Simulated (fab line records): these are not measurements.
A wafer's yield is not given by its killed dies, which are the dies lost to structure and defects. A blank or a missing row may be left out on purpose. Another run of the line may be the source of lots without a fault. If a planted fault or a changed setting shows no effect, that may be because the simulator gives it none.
Matching of chambers :: flow n5-finfet :: rie-diel-06 running N5_BEOL_M3_ETCH_63: 4 sister chambers
The step etches SiARC in CF4, target depth 15.6 nm, time 26 s. 24 wafers are shown with their chamber, then 12 later ones without.

WAFERS WITH THEIR CHAMBER
wafer: L076.2
chamber: 1
drypump-motor-current-A (A): 5.4
throttle-valve-pct (%): 15.17
showerhead-plenum-p-Torr (Torr): 2.17

wafer: L076.3
chamber: 3
drypump-motor-current-A (A): 5.2
throttle-valve-pct (%): 15.52
showerhead-plenum-p-Torr (Torr): 2.04

wafer: L076.4
chamber: 2
drypump-motor-current-A (A): 6.2
throttle-valve-pct (%): 15.63
showerhead-plenum-p-Torr (Torr): 2.10

wafer: L077.3
chamber: 3
drypump-motor-current-A (A): 5.2
throttle-valve-pct (%): 15.52
showerhead-plenum-p-Torr (Torr): 2.04

wafer: L077.4
chamber: 0
drypump-motor-current-A (A): 5.9
throttle-valve-pct (%): 15.83
showerhead-plenum-p-Torr (Torr): 2.21

wafer: L077.5
chamber: 0
drypump-motor-current-A (A): 5.9
throttle-valve-pct (%): 15.82
showerhead-plenum-p-Torr (Torr): 2.21

wafer: L080.1
chamber: 2
drypump-motor-current-A (A): 6.2
throttle-valve-pct (%): 15.65
showerhead-plenum-p-Torr (Torr): 2.10

wafer: L080.2
chamber: 1
drypump-motor-current-A (A): 5.4
throttle-valve-pct (%): 15.19
showerhead-plenum-p-Torr (Torr): 2.16

wafer: L080.5
chamber: 1
drypump-motor-current-A (A): 5.4
throttle-valve-pct (%): 15.21
showerhead-plenum-p-Torr (Torr): 2.16

wafer: L082.1
chamber: 2
drypump-motor-current-A (A): 6.1
throttle-valve-pct (%): 15.65
showerhead-plenum-p-Torr (Torr): 2.09

wafer: L082.4
chamber: 0
drypump-motor-current-A (A): 5.9
throttle-valve-pct (%): 15.83
showerhead-plenum-p-Torr (Torr): 2.21

wafer: L082.5
chamber: 1
drypump-motor-current-A (A): 5.4
throttle-valve-pct (%): 15.19
showerhead-plenum-p-Torr (Torr): 2.16

wafer: L084.3
chamber: 2
drypump-motor-current-A (A): 6.2
throttle-valve-pct (%): 15.67
showerhead-plenum-p-Torr (Torr): 2.10

wafer: L084.4
chamber: 1
drypump-motor-current-A (A): 5.4
throttle-valve-pct (%): 15.21
showerhead-plenum-p-Torr (Torr): 2.16

wafer: L084.6
chamber: 3
drypump-motor-current-A (A): 5.1
throttle-valve-pct (%): 15.52
showerhead-plenum-p-Torr (Torr): 2.04

wafer: L085.1
chamber: 2
drypump-motor-current-A (A): 6.1
throttle-valve-pct (%): 15.64
showerhead-plenum-p-Torr (Torr): 2.09

wafer: L085.3
chamber: 0
drypump-motor-current-A (A): 5.9
throttle-valve-pct (%): 15.85
showerhead-plenum-p-Torr (Torr): 2.20

wafer: L085.5
chamber: 1
drypump-motor-current-A (A): 5.4
throttle-valve-pct (%): 15.23
showerhead-plenum-p-Torr (Torr): 2.16

wafer: L087.1
chamber: 3
drypump-motor-current-A (A): 5.2
throttle-valve-pct (%): 15.54
showerhead-plenum-p-Torr (Torr): 2.03

wafer: L087.5
chamber: 1
drypump-motor-current-A (A): 5.4
throttle-valve-pct (%): 15.23
showerhead-plenum-p-Torr (Torr): 2.16

wafer: L087.6
chamber: 0
drypump-motor-current-A (A): 5.9
throttle-valve-pct (%): 15.87
showerhead-plenum-p-Torr (Torr): 2.20

wafer: L088.1
chamber: 0
drypump-motor-current-A (A): 5.9
throttle-valve-pct (%): 15.86
showerhead-plenum-p-Torr (Torr): 2.20

wafer: L088.2
chamber: 3
drypump-motor-current-A (A): 5.2
throttle-valve-pct (%): 15.55
showerhead-plenum-p-Torr (Torr): 2.03

wafer: L088.5
chamber: 1
drypump-motor-current-A (A): 5.4
throttle-valve-pct (%): 15.22
showerhead-plenum-p-Torr (Torr): 2.16

SIGNATURES, as means of the wafers listed above
reading: drypump-motor-current-A
chamber 0: 5.900
chamber 1: 5.400
chamber 2: 6.160
chamber 3: 5.180
scatter within a chamber: 0.0316

reading: throttle-valve-pct
chamber 0: 15.8433
chamber 1: 15.2063
chamber 2: 15.6480
chamber 3: 15.5300
scatter within a chamber: 0.0184

reading: showerhead-plenum-p-Torr
chamber 0: 2.2050
chamber 1: 2.1612
chamber 2: 2.0960
chamber 3: 2.0360
scatter within a chamber: 0.00489
Rule: a wafer lies at a distance from a chamber equal to the root of the sum of squares, over the readings, of (its reading less the chamber's mean, divided by the reading's scatter). The wafer belongs to the nearest chamber; if the next one is less than 2 further off, it can't be placed. The scatter: take each reading less its chamber's mean, square it, sum over the shown wafers, divide by the number of wafers less the number of chambers, and take the root.

WAFERS MISSING THEIR CHAMBER
wafer: L091.2
drypump-motor-current-A (A): 6.2
throttle-valve-pct (%): 15.68
showerhead-plenum-p-Torr (Torr): 2.09

wafer: L091.3
drypump-motor-current-A (A): 5.9
throttle-valve-pct (%): 15.88
showerhead-plenum-p-Torr (Torr): 2.20

wafer: L091.5
drypump-motor-current-A (A): 6.2
throttle-valve-pct (%): 15.68
showerhead-plenum-p-Torr (Torr): 2.09

wafer: L092.1
drypump-motor-current-A (A): 5.2
throttle-valve-pct (%): 15.57
showerhead-plenum-p-Torr (Torr): 2.03

wafer: L092.4
drypump-motor-current-A (A): 5.4
throttle-valve-pct (%): 15.24
showerhead-plenum-p-Torr (Torr): 2.16

wafer: L092.6
drypump-motor-current-A (A): 5.4
throttle-valve-pct (%): 15.25
showerhead-plenum-p-Torr (Torr): 2.16

wafer: L094.3
drypump-motor-current-A (A): 6.2
throttle-valve-pct (%): 15.69
showerhead-plenum-p-Torr (Torr): 2.09

wafer: L094.4
drypump-motor-current-A (A): 5.2
throttle-valve-pct (%): 15.57
showerhead-plenum-p-Torr (Torr): 2.03

wafer: L094.6
drypump-motor-current-A (A): 6.2
throttle-valve-pct (%): 15.68
showerhead-plenum-p-Torr (Torr): 2.09

wafer: L097.3
drypump-motor-current-A (A): 5.4
throttle-valve-pct (%): 15.24
showerhead-plenum-p-Torr (Torr): 2.15

wafer: L097.4
drypump-motor-current-A (A): 5.9
throttle-valve-pct (%): 15.91
showerhead-plenum-p-Torr (Torr): 2.20

wafer: L097.6
drypump-motor-current-A (A): 5.9
throttle-valve-pct (%): 15.90
showerhead-plenum-p-Torr (Torr): 2.20

WHICH CHAMBER EACH ONE RAN IN
wafer: L091.2
from the rows above: 2
in truth: 2

wafer: L091.3
from the rows above: 0
in truth: 0

wafer: L091.5
from the rows above: 2
in truth: 2

wafer: L092.1
from the rows above: 3
in truth: 3

wafer: L092.4
from the rows above: 1
in truth: 1

wafer: L092.6
from the rows above: 1
in truth: 1

wafer: L094.3
from the rows above: 2
in truth: 2

wafer: L094.4
from the rows above: 3
in truth: 3

wafer: L094.6
from the rows above: 2
in truth: 2

wafer: L097.3
from the rows above: 1
in truth: 1

wafer: L097.4
from the rows above: 0
in truth: 0

wafer: L097.6
from the rows above: 0
in truth: 0
12 of 12 placed correctly. Can't be placed from these rows: 0. 0 placed wrongly.
